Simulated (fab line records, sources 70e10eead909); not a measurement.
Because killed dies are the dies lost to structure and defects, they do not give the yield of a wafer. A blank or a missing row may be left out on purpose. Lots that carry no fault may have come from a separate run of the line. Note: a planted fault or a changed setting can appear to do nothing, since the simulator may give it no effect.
Which tool is to blame? ; flow nand-harc ; Sampling: 12 lots, 36 wafers, 6 of 1159 route steps

## WHAT THE GAUGES READ, wafer by wafer
NHARC_A_ONON_D1_THK_MEAS_34: measures by ellipsometry. Usual: thk-nm reads 199.4 nm (standard deviation 2.6).
lot;measured;on;thk-nm (nm);flag
L750;day 8 21:44;film-metro-02;198.2 200.5 202.0;
L751;day 8 22:00;film-metro-02;194.3 198.7 198.3;
L749;day 8 22:13;film-metro-01;196.3 200.3 201.3;
L752;day 9 04:29;film-metro-02;193.9 198.3 200.2;
L755;day 9 13:11;film-metro-02;195.4 198.7 199.3;
L754;day 9 13:26;film-metro-02;197.8 198.1 199.2;
L756;day 10 16:10;film-metro-02;196.0 201.4 201.4;
L757;day 10 22:01;film-metro-01;200.5 198.2 201.0;
L760;day 11 05:43;film-metro-02;196.6 200.1 196.5;
L764;day 12 09:38;film-metro-01;202.2 200.1 202.7;
L766;day 12 17:32;film-metro-01;202.2 204.4 202.9;
L770;day 13 16:23;film-metro-02;198.1 203.8 200.8;

NHARC_A_ONON_D1_INSPECT_32. Usual: raw-defect-count reads 84 (standard deviation 24).
lot;measured;on;raw-defect-count;flag
L750;day 8 21:47;defect-inspect-02;69 76 90;
L751;day 8 22:04;defect-inspect-02;62 78 74;
L749;day 8 22:17;defect-inspect-01;88 87 93;
L752;day 9 04:34;defect-inspect-01;136 104 181;
L755;day 9 13:14;defect-inspect-01;81 110 57;
L754;day 9 13:31;defect-inspect-02;99 81 128;
L756;day 10 16:13;defect-inspect-01;66 50 68;
L757;day 10 22:07;defect-inspect-02;52 93 61;
L760;day 11 05:46;defect-inspect-01;56 74 91;
L764;day 12 09:44;defect-inspect-01;540 610 595 549 597 595;OFF
L766;day 12 17:36;defect-inspect-01;612 650 605 620 649 609;OFF
L770;day 13 16:26;defect-inspect-01;40 50 44;

NHARC_END_SORT_01. Usual: defect-limited-yield 95.2 %, standard deviation 1.6; killed-at-array 29, standard deviation 10; killed-at-other 0.7, standard deviation 1.1; killed-at-periphery 3.2, standard deviation 2.2; killed-dies 33, standard deviation 11; killed-open 3.5, standard deviation 1.8; killed-short 2.0, standard deviation 1.4; sort_bin_2_pct 1.5 %, standard deviation 0.61; sort_bin_3_pct 0.29 %, standard deviation 0.22; sort_bin_4_pct 3.1 %, standard deviation 1.1; sort-n-pass 644, standard deviation 11; sort-rim-yield-pct 95 %, standard deviation 3.3; sort-yield-pct 95.2 %, standard deviation 1.6.
lot;measured;on;defect-limited-yield (%);killed-at-array;killed-at-other;killed-at-periphery;killed-dies;killed-open;killed-short;sort_bin_2_pct (%);sort_bin_3_pct (%);sort_bin_4_pct (%);sort-n-pass;sort-rim-yield-pct (%);sort-yield-pct (%);flag
L770;day 25 01:55;prober-01;95.9 96.0 95.6;21 23 27;2 0 0;5 4 3;28 27 30;1 4 6;3 1 1;1.0 0.3 1.6;0 0.15 0.30;3.1 3.5 2.5;649 650 647;98 90 100;95.9 96.0 95.6;

## TOOL THAT RAN EACH LOT (tool first, then ch and the chambers of the sampled wafers, then the start)
lot;NHARC_A_ONON_D1_DEP_33;NHARC_A_CHANNEL_HOLE_D1_DESCUM_15;NHARC_A_CHANNEL_HOLE_D1_ETCH_34
L750;pecvd-03 ch 0,2, day 8 21:19;rie-diel-12 ch 0,1, day 9 00:40;rie-diel-12 ch 2,3, no start
L751;pecvd-03 ch 1,2, day 8 21:38;rie-diel-06 ch 1,2, day 9 02:22;rie-diel-06 ch 0,2,3, no start
L749;pecvd-04 ch 0,1,2, day 8 21:54;rie-diel-04 ch 0,1,3, day 9 02:36;rie-diel-04 ch 0,1,3, no start
L752;pecvd-01 ch 0,1, day 9 04:04;rie-diel-04 ch 0,1,3, day 9 08:27;rie-diel-04 ch 1,2,3, no start
L755;pecvd-03 ch 0,1,2, day 9 12:46;rie-diel-04 ch 0,1, day 9 16:19;rie-diel-04 ch 0,3, no start
L754;pecvd-01 ch 0,1, day 9 13:01;rie-diel-06 ch 0,3, day 9 16:37;rie-diel-06 ch 1,3, no start
L756;pecvd-03 ch 0,1, day 10 15:44;rie-diel-04 ch 0,2,3, day 10 23:22;rie-diel-04 ch 0,1, no start
L757;pecvd-03 ch 0,2, day 10 21:38;rie-diel-12 ch 2,3, day 11 03:02;rie-diel-12 ch 1,2,3, no start
L760;pecvd-03 ch 1,2, day 11 05:18;rie-diel-04 ch 0,2, day 11 08:45;rie-diel-04 ch 1,2, no start
L764;pecvd-03 ch 0,1,2, day 12 09:22;-;-
L766;pecvd-03 ch 0,1,2, day 12 17:15;-;-
L770;pecvd-01 ch 0,2, day 13 16:03;rie-diel-04 ch 0,1, day 13 19:37;rie-diel-04 ch 0,1,3, day 25 01:55 or earlier
- NHARC_A_ONON_D1_DEP_33: deposits SiO2, target thk 200 nm.
- NHARC_A_CHANNEL_HOLE_D1_DESCUM_15: chemistry O2, time 3 s.
- NHARC_A_CHANNEL_HOLE_D1_ETCH_34: etches the open film in CF4/CHF3, target depth 154 nm, time 77 s.

## WHAT THE TOOLS THEMSELVES READ (means of the sampled wafers that have a number; where no wafer has one, the mark that the record gives instead)
NHARC_A_ONON_D1_DEP_33. Usual: chamber-pressure-Torr 6.500 Torr, standard deviation 0.014; heater-power-w 512 W, standard deviation 77; throttle-valve-pct 16.3 %, standard deviation 0.72.
lot;tool;chamber-pressure-Torr (Torr);heater-power-w (W);throttle-valve-pct (%);flag
L750;pecvd-03;6.515;555;15.7;
L751;pecvd-03;6.508;512;16.7;
L749;pecvd-04;6.497;482;16.2;
L752;pecvd-01;6.484;611;17.2;
L755;pecvd-03;6.513;531;16.2;
L754;pecvd-01;6.495;532;16.8;
L756;pecvd-03;6.512;491;17.0;
L757;pecvd-03;6.485;581;15.7;
L760;pecvd-03;6.499;514;16.1;
L764;pecvd-03;6.510;549;16.5;
L766;pecvd-03;6.520;504;16.5;
L770;pecvd-01;6.494;594;16.6;

NHARC_A_CHANNEL_HOLE_D1_DESCUM_15. Usual: drypump-motor-current-A 5.6 A, standard deviation 0.56; oes-product-au 0.998 a.u., standard deviation 0.01; rf-vpp-V 57.5 V, standard deviation 0.91; showerhead-plenum-p-Torr 1.87 Torr, standard deviation 0.082; throttle-valve-pct 11.310 %, standard deviation 0.01.
lot;tool;drypump-motor-current-A (A);oes-product-au (a.u.);rf-vpp-V (V);showerhead-plenum-p-Torr (Torr);throttle-valve-pct (%);flag
L750;rie-diel-12;5.5;0.996;57.3;1.83;11.314;
L751;rie-diel-06;6.0;0.994;57.1;1.81;11.316;
L749;rie-diel-04;5.6;0.998;58.0;1.93;11.310;
L752;rie-diel-04;5.6;1.003;57.9;1.93;11.311;
L755;rie-diel-04;5.5;1.001;58.2;1.99;11.306;
L754;rie-diel-06;5.1;1.001;57.8;1.96;11.312;
L756;rie-diel-04;5.5;0.993;58.3;1.92;11.319;
L757;rie-diel-12;6.0;0.995;56.5;1.78;11.308;
L760;rie-diel-04;5.6;1.003;57.8;1.92;11.316;
L770;rie-diel-04;5.5;1.006;57.8;1.98;11.313;

NHARC_A_CHANNEL_HOLE_D1_ETCH_34. Usual: chf3-flow-sccm 30.01 sccm, standard deviation 0.09; drypump-motor-current-A 5.6 A, standard deviation 0.55; oes-product-au 0.947 a.u., standard deviation 0.024; rf-vpp-V 369.2 V, standard deviation 2.3; showerhead-plenum-p-Torr 1.54 Torr, standard deviation 0.066; throttle-valve-pct 16.803 %, standard deviation 0.0083.
lot;tool;chf3-flow-sccm (sccm);drypump-motor-current-A (A);oes-product-au (a.u.);rf-vpp-V (V);showerhead-plenum-p-Torr (Torr);throttle-valve-pct (%);flag
L750;rie-diel-12;30.05;6.0;0.922;367.5;1.47;16.795;
L751;rie-diel-06;30.07;5.4;0.911;370.8;1.56;16.806;
L749;rie-diel-04;29.97;5.6;0.927;370.6;1.58;16.810;
L752;rie-diel-04;29.91;5.7;0.972;368.4;1.53;16.811;
L755;rie-diel-04;30.12;5.4;0.930;370.1;1.59;16.808;
L754;rie-diel-06;29.95;5.2;0.947;370.7;1.58;16.801;
L756;rie-diel-04;29.97;5.8;0.936;370.2;1.57;16.801;
L757;rie-diel-12;29.99;5.5;0.963;367.8;1.50;16.806;
L760;rie-diel-04;30.05;5.9;0.923;369.2;1.52;16.812;
L770;rie-diel-04;30.04;5.6;0.960;371.5;1.58;16.806;

## THE ANSWER, worked out from the rows above alone
Rule: a lot is off if the mean of its wafers that have a number lies more than 3 standard deviations from the usual mean. Also off: a lot with no number at a reading for which 4 or more lots have one. All remaining lots with rows at the step are treated as sound. The gauges are gone through in route order, then the tools' own readings, and for those a lot's mean is taken as printed above. At the first step where some lot is off, the reading lying furthest off is the one used; lots without a number count as furthest.
Off at NHARC_A_ONON_D1_INSPECT_32 (raw-defect-count): L764, L766.
If a tool, at a process step before that reading, ran all the lots that are off and no sound lot after the first of them, it fits. Gauges at NHARC_A_ONON_D1_INSPECT_32: tried the same way as those tools. One fits: pecvd-03 at NHARC_A_ONON_D1_DEP_33. Its last sound lot is L760 (day 11 05:18), its first lot that is off L764 (day 12 09:22): a fault that began between those two fits.

## WHAT THE SIMULATOR HAD PUT IN
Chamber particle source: pecvd-03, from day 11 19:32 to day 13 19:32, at NHARC_A_ONON_D1_DEP_33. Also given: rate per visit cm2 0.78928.
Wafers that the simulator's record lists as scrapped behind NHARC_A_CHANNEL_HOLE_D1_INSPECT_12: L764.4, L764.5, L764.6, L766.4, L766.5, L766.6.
Struck lots among those shown: L764, L766. The rule above reached the same finding.
